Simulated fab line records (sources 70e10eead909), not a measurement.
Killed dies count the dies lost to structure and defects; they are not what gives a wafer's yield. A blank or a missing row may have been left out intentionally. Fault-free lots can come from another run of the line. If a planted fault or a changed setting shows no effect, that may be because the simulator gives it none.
Which tool was responsible? / flow nand harc / 39 wafers from 13 lots sampled at 5 of the route's 1159 steps

## WHAT EACH GAUGE READ, for each wafer
NHARC_END_SORT_01. Usual: killed at array 28, standard deviation 11; killed at other 0.5, standard deviation 0.87; killed at periphery 2.9, standard deviation 2.2; killed dies 32, standard deviation 11; killed open 3.2, standard deviation 1.9; killed short 1.8, standard deviation 1.4.
lot=L329; measured=day 22 03:39; on=prober-02; killed at array=72 73 61; killed at other=0 0 0; killed at periphery=2 0 0; killed dies=74 73 61; killed open=4 4 2; killed short=0 0 0; flag=OFF
lot=L326; measured=day 22 06:53; on=prober-01; killed at array=88 83 78; killed at other=0 0 0; killed at periphery=9 10 2; killed dies=97 93 80; killed open=4 6 2; killed short=0 0 1; flag=OFF

## TOOL THAT RAN EACH LOT (tool first, then ch and the chambers of the sampled wafers, then the start)
lot=L318; NHARC_A_CONTACT_ETCH_96=rie diel-10 ch 0,1,2, day 16 15:16; NHARC_A_BONDPAD_PRE_CLEAN_26=pvd sputter-01, day 18 05:21 or earlier; NHARC_A_BONDPAD_CMP_19=cmp-02 ch 0,1,2, day 18 05:21; NHARC_THIN_TSV_ETCH_15=rie si-06 ch 0,2,3, day 19 00:59
lot=L319; NHARC_A_CONTACT_ETCH_96=rie diel-03 ch 0,2, day 16 21:49; NHARC_A_BONDPAD_PRE_CLEAN_26=pvd sputter-01, day 18 11:04 or earlier; NHARC_A_BONDPAD_CMP_19=cmp-01 ch 0,3, day 18 11:04; NHARC_THIN_TSV_ETCH_15=rie si-02 ch 0,2, day 19 01:37
lot=L320; NHARC_A_CONTACT_ETCH_96=rie diel-10 ch 0,1,3, day 16 22:35; NHARC_A_BONDPAD_PRE_CLEAN_26=pvd sputter-03, day 18 14:38 or earlier; NHARC_A_BONDPAD_CMP_19=cmp-04 ch 0,1,3, day 18 14:38; NHARC_THIN_TSV_ETCH_15=rie si-02 ch 0,1,2, day 19 03:09
lot=L321; NHARC_A_CONTACT_ETCH_96=rie diel-10 ch 0,1,3, day 17 04:43; NHARC_A_BONDPAD_PRE_CLEAN_26=pvd sputter-03, day 18 15:40 or earlier; NHARC_A_BONDPAD_CMP_19=cmp-01 ch 1,2, day 18 15:40; NHARC_THIN_TSV_ETCH_15=rie si-06 ch 2,3, day 19 07:35
lot=L325; NHARC_A_CONTACT_ETCH_96=rie diel-03 ch 0,1, day 17 17:39; NHARC_A_BONDPAD_PRE_CLEAN_26=pvd sputter-01, day 19 15:05 or earlier; NHARC_A_BONDPAD_CMP_19=cmp-01 ch 1,2, day 19 15:05; NHARC_THIN_TSV_ETCH_15=rie si-02 ch 1,2, day 20 04:52
lot=L323; NHARC_A_CONTACT_ETCH_96=rie diel-10 ch 0,2,3, day 18 05:16; NHARC_A_BONDPAD_PRE_CLEAN_26=pvd sputter-01, day 19 20:56 or earlier; NHARC_A_BONDPAD_CMP_19=cmp-02 ch 1,2, day 19 20:56; NHARC_THIN_TSV_ETCH_15=rie si-03 ch 0,1, day 20 14:19
lot=L327; NHARC_A_CONTACT_ETCH_96=rie diel-12 ch 0,2,3, day 18 21:52; NHARC_A_BONDPAD_PRE_CLEAN_26=pvd sputter-03, day 20 07:27 or earlier; NHARC_A_BONDPAD_CMP_19=cmp-04 ch 0,3, day 20 07:27; NHARC_THIN_TSV_ETCH_15=rie si-03 ch 0,1,2, day 21 01:09
lot=L329; NHARC_A_CONTACT_ETCH_96=rie diel-10 ch 1,2,3, day 19 04:08; NHARC_A_BONDPAD_PRE_CLEAN_26=pvd sputter-02, day 20 12:24 or earlier; NHARC_A_BONDPAD_CMP_19=cmp-01 ch 0,3, day 20 12:24; NHARC_THIN_TSV_ETCH_15=rie si-02 ch 0,3, day 21 03:26
lot=L326; NHARC_A_CONTACT_ETCH_96=rie diel-10 ch 0,3, day 19 08:04; NHARC_A_BONDPAD_PRE_CLEAN_26=pvd sputter-03, day 20 15:30 or earlier; NHARC_A_BONDPAD_CMP_19=cmp-01 ch 2,3, day 20 15:30; NHARC_THIN_TSV_ETCH_15=rie si-03 ch 0,1, day 21 05:22
lot=L333; NHARC_A_CONTACT_ETCH_96=rie diel-12 ch 1,2,3, day 20 11:52; NHARC_A_BONDPAD_PRE_CLEAN_26=pvd sputter-02, day 22 11:21 or earlier; NHARC_A_BONDPAD_CMP_19=cmp-02 ch 0,1,3, day 22 11:21; NHARC_THIN_TSV_ETCH_15=rie si-06 ch 0,1,3, day 23 01:14
lot=L339; NHARC_A_CONTACT_ETCH_96=rie diel-03 ch 0,1,2, day 22 05:17; NHARC_A_BONDPAD_PRE_CLEAN_26=pvd sputter-02, day 23 13:47 or earlier; NHARC_A_BONDPAD_CMP_19=cmp-01 ch 0,1,3, day 23 13:47; NHARC_THIN_TSV_ETCH_15=rie si-03 ch 1,2,3, day 24 03:38
lot=L338; NHARC_A_CONTACT_ETCH_96=rie diel-12 ch 0,1,3, day 22 07:42; NHARC_A_BONDPAD_PRE_CLEAN_26=pvd sputter-02, day 23 16:00 or earlier; NHARC_A_BONDPAD_CMP_19=cmp-02 ch 0,2,3, day 23 16:00; NHARC_THIN_TSV_ETCH_15=rie si-06 ch 1,2,3, day 24 04:52
lot=L340; NHARC_A_CONTACT_ETCH_96=rie diel-03 ch 0,2, day 22 10:14; NHARC_A_BONDPAD_PRE_CLEAN_26=pvd sputter-03, day 24 03:50 or earlier; NHARC_A_BONDPAD_CMP_19=cmp-01 ch 0,2, day 24 03:50; NHARC_THIN_TSV_ETCH_15=rie si-06 ch 0,1,3, day 24 17:37
- NHARC_A_CONTACT_ETCH_96: etches the open film in C4F6/O2, target depth 20 nm, time 10 s.
- NHARC_A_BONDPAD_PRE_CLEAN_26: time 30 s.
- NHARC_A_BONDPAD_CMP_19: polishes, t overpolish 30 s, cu recess touch 16 s, target thk 169.8 nm.
- NHARC_THIN_TSV_ETCH_15: target depth 3000 nm, bosch target overetch cycles 2, bosch etch step 2.8 s.

## WHAT THE TOOLS THEMSELVES READ (means of the sampled wafers that have a number; where no wafer has one, the mark that the record gives instead)
NHARC_A_CONTACT_ETCH_96. Usual: drypump motor current A 5.6 A, standard deviation 0.51; oes product au 0.979 a.u., standard deviation 0.026; rf vpp V 546.0 V, standard deviation 2.8; showerhead plenum p Torr 3.88 Torr, standard deviation 0.13; throttle valve pct 26.904 %, standard deviation 0.0095.
lot=L318; tool=rie diel-10; drypump motor current A (A)=5.8; oes product au (a.u.)=0.974; rf vpp V (V)=545.1; showerhead plenum p Torr (Torr)=3.84; throttle valve pct (%)=26.903; flag=
lot=L319; tool=rie diel-03; drypump motor current A (A)=5.2; oes product au (a.u.)=0.978; rf vpp V (V)=547.4; showerhead plenum p Torr (Torr)=3.97; throttle valve pct (%)=26.905; flag=
lot=L320; tool=rie diel-10; drypump motor current A (A)=5.9; oes product au (a.u.)=0.970; rf vpp V (V)=545.6; showerhead plenum p Torr (Torr)=3.86; throttle valve pct (%)=26.894; flag=
lot=L321; tool=rie diel-10; drypump motor current A (A)=5.9; oes product au (a.u.)=0.990; rf vpp V (V)=546.1; showerhead plenum p Torr (Torr)=3.86; throttle valve pct (%)=26.902; flag=
lot=L325; tool=rie diel-03; drypump motor current A (A)=5.0; oes product au (a.u.)=1.006; rf vpp V (V)=547.5; showerhead plenum p Torr (Torr)=3.94; throttle valve pct (%)=26.905; flag=
lot=L323; tool=rie diel-10; drypump motor current A (A)=5.4; oes product au (a.u.)=1.014; rf vpp V (V)=544.4; showerhead plenum p Torr (Torr)=3.80; throttle valve pct (%)=26.902; flag=
lot=L327; tool=rie diel-12; drypump motor current A (A)=5.7; oes product au (a.u.)=0.995; rf vpp V (V)=548.7; showerhead plenum p Torr (Torr)=4.01; throttle valve pct (%)=26.894; flag=
lot=L329; tool=rie diel-10; drypump motor current A (A)=5.9; oes product au (a.u.)=0.935; rf vpp V (V)=544.0; showerhead plenum p Torr (Torr)=3.74; throttle valve pct (%)=26.895; flag=
lot=L326; tool=rie diel-10; drypump motor current A (A)=5.4; oes product au (a.u.)=0.949; rf vpp V (V)=547.3; showerhead plenum p Torr (Torr)=3.92; throttle valve pct (%)=26.902; flag=
lot=L333; tool=rie diel-12; drypump motor current A (A)=5.8; oes product au (a.u.)=0.946; rf vpp V (V)=547.2; showerhead plenum p Torr (Torr)=3.93; throttle valve pct (%)=26.901; flag=
lot=L339; tool=rie diel-03; drypump motor current A (A)=5.1; oes product au (a.u.)=0.962; rf vpp V (V)=546.6; showerhead plenum p Torr (Torr)=3.93; throttle valve pct (%)=26.891; flag=
lot=L338; tool=rie diel-12; drypump motor current A (A)=5.6; oes product au (a.u.)=0.964; rf vpp V (V)=546.8; showerhead plenum p Torr (Torr)=3.88; throttle valve pct (%)=26.905; flag=
lot=L340; tool=rie diel-03; drypump motor current A (A)=5.2; oes product au (a.u.)=1.002; rf vpp V (V)=547.1; showerhead plenum p Torr (Torr)=3.94; throttle valve pct (%)=26.908; flag=

NHARC_A_BONDPAD_PRE_CLEAN_26. Usual: heater power w 426 W, standard deviation 52.
lot=L318; tool=pvd sputter-01; heater power w (W)=468; flag=
lot=L319; tool=pvd sputter-01; heater power w (W)=402; flag=
lot=L320; tool=pvd sputter-03; heater power w (W)=408; flag=
lot=L321; tool=pvd sputter-03; heater power w (W)=409; flag=
lot=L325; tool=pvd sputter-01; heater power w (W)=410; flag=
lot=L323; tool=pvd sputter-01; heater power w (W)=499; flag=
lot=L327; tool=pvd sputter-03; heater power w (W)=419; flag=
lot=L329; tool=pvd sputter-02; heater power w (W)=438; flag=
lot=L326; tool=pvd sputter-03; heater power w (W)=415; flag=
lot=L333; tool=pvd sputter-02; heater power w (W)=447; flag=
lot=L339; tool=pvd sputter-02; heater power w (W)=406; flag=
lot=L338; tool=pvd sputter-02; heater power w (W)=403; flag=
lot=L340; tool=pvd sputter-03; heater power w (W)=435; flag=

NHARC_A_BONDPAD_CMP_19. Usual: motor current A 11.8 A, standard deviation 1.2; overpolish run s 30.000 s, standard deviation 0.0096.
lot=L318; tool=cmp-02; motor current A (A)=11.4; overpolish run s (s)=29.999; flag=
lot=L319; tool=cmp-01; motor current A (A)=11.5; overpolish run s (s)=30.007; flag=
lot=L320; tool=cmp-04; motor current A (A)=10.9; overpolish run s (s)=30.000; flag=
lot=L321; tool=cmp-01; motor current A (A)=12.6; overpolish run s (s)=29.997; flag=
lot=L325; tool=cmp-01; motor current A (A)=13.3; overpolish run s (s)=30.006; flag=
lot=L323; tool=cmp-02; motor current A (A)=11.3; overpolish run s (s)=30.010; flag=
lot=L327; tool=cmp-04; motor current A (A)=9.9; overpolish run s (s)=30.003; flag=
lot=L329; tool=cmp-01; motor current A (A)=11.4; overpolish run s (s)=29.991; flag=
lot=L326; tool=cmp-01; motor current A (A)=13.5; overpolish run s (s)=30.005; flag=
lot=L333; tool=cmp-02; motor current A (A)=11.8; overpolish run s (s)=29.992; flag=
lot=L339; tool=cmp-01; motor current A (A)=11.4; overpolish run s (s)=29.990; flag=
lot=L338; tool=cmp-02; motor current A (A)=11.4; overpolish run s (s)=29.997; flag=
lot=L340; tool=cmp-01; motor current A (A)=13.6; overpolish run s (s)=29.999; flag=

NHARC_THIN_TSV_ETCH_15. Usual: drypump motor current A 5.7 A, standard deviation 0.48.
lot=L318; tool=rie si-06; drypump motor current A (A)=6.1; flag=
lot=L319; tool=rie si-02; drypump motor current A (A)=5.0; flag=
lot=L320; tool=rie si-02; drypump motor current A (A)=5.1; flag=
lot=L321; tool=rie si-06; drypump motor current A (A)=6.2; flag=
lot=L325; tool=rie si-02; drypump motor current A (A)=5.2; flag=
lot=L323; tool=rie si-03; drypump motor current A (A)=6.1; flag=
lot=L327; tool=rie si-03; drypump motor current A (A)=6.0; flag=
lot=L329; tool=rie si-02; drypump motor current A (A)=5.0; flag=
lot=L326; tool=rie si-03; drypump motor current A (A)=6.1; flag=
lot=L333; tool=rie si-06; drypump motor current A (A)=5.7; flag=
lot=L339; tool=rie si-03; drypump motor current A (A)=6.0; flag=
lot=L338; tool=rie si-06; drypump motor current A (A)=5.8; flag=
lot=L340; tool=rie si-06; drypump motor current A (A)=5.7; flag=

## THE ANSWER, worked out from the rows above alone
Rule: lot off if the mean of its wafers having a number is beyond 3 standard deviations from the usual mean. Also off: a lot with no number at a reading for which 4 or more lots have one. All remaining lots with rows at the step are treated as sound. The gauges are gone through in route order, then the tools' own readings, and for those a lot's mean is taken as printed above. At the first step where some lot is off, the reading lying furthest off is the one used; lots without a number count as furthest.
Off: L329, L326, at NHARC_END_SORT_01 (killed dies). Neither off nor sound, because the step has no rows for them: L318, L319, L320, L321, L325, L323, L327, L333, L339, L338, L340.
A tool fits if, at a process step before that reading, it ran every lot that is off, and no sound lot after the first of them. Gauges at NHARC_END_SORT_01: tried the same way as those tools. With no start given for some of its lots, NHARC_A_BONDPAD_PRE_CLEAN_26 uses the hours and lot order of NHARC_A_BONDPAD_CMP_19. This does not decide it: 2 tools fit, namely rie diel-10 at NHARC_A_CONTACT_ETCH_96 and cmp-01 at NHARC_A_BONDPAD_CMP_19.

## WHAT WAS PUT IN BY THE SIMULATOR
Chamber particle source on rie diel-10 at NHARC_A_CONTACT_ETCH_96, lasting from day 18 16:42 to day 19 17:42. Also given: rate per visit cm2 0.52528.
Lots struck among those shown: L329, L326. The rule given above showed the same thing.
